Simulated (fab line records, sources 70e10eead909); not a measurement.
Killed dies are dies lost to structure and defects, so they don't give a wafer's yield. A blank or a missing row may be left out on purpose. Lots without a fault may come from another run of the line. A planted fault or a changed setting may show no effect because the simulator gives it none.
Chamber matching | flow nand_harc | NHARC_P_ZERO_WELL_DESCUM_13 on rie_diel-11: 4 sister chambers
The step chemistry O2, time 3 s. 8 wafers are shown with their chamber, then 8 later ones without.

WAFERS WITH THEIR CHAMBER
wafer  | chamber | showerhead_plenum_p_Torr (Torr) | drypump_motor_current_A (A)
L078.2 | 2       | 1.81                            | 5.6
L079.1 | 1       | 2.02                            | 5.8
L079.3 | 3       | 1.80                            | 5.8
L079.6 | 0       | 1.92                            | 6.4
L082.2 | 0       | 1.92                            | 6.5
L082.3 | 1       | 2.01                            | 5.8
L082.4 | 3       | 1.79                            | 5.8
L088.3 | 2       | 1.80                            | 5.5

WAFERS WITHOUT THEIR CHAMBER
wafer  | showerhead_plenum_p_Torr (Torr) | drypump_motor_current_A (A)
L088.5 | 1.79                            | 5.8
L088.6 | 1.80                            | 5.5
L090.2 | 1.79                            | 5.8
L090.4 | 1.91                            | 6.4
L090.5 | 2.00                            | 5.8
L097.2 | 1.90                            | 6.4
L097.3 | 2.00                            | 5.8
L097.5 | 1.78                            | 5.8

WHICH CHAMBER EACH WENT THROUGH
wafer  | from the rows above | in truth
L088.5 | 3                   | 3
L088.6 | 2                   | 2
L090.2 | 3                   | 3
L090.4 | 0                   | 0
L090.5 | 1                   | 1
L097.2 | 0                   | 0
L097.3 | 1                   | 1
L097.5 | 3                   | 3
Placed correctly: 8 of 8. Can't be placed from these rows: 0. Placed wrongly: 0.
How it was worked out, from the rows above alone: a wafer's distance from a chamber is the root of the sum, over the readings, of the square of ((its reading less the chamber's mean) divided by the reading's scatter). The wafer belongs to the nearest chamber; if the next one is less than 2 further off, it can't be placed. A chamber's mean is the mean of its shown wafers. The scatter: the root of (the sum of the squares of (reading less its chamber's mean) over the shown wafers, divided by (wafers less chambers)).
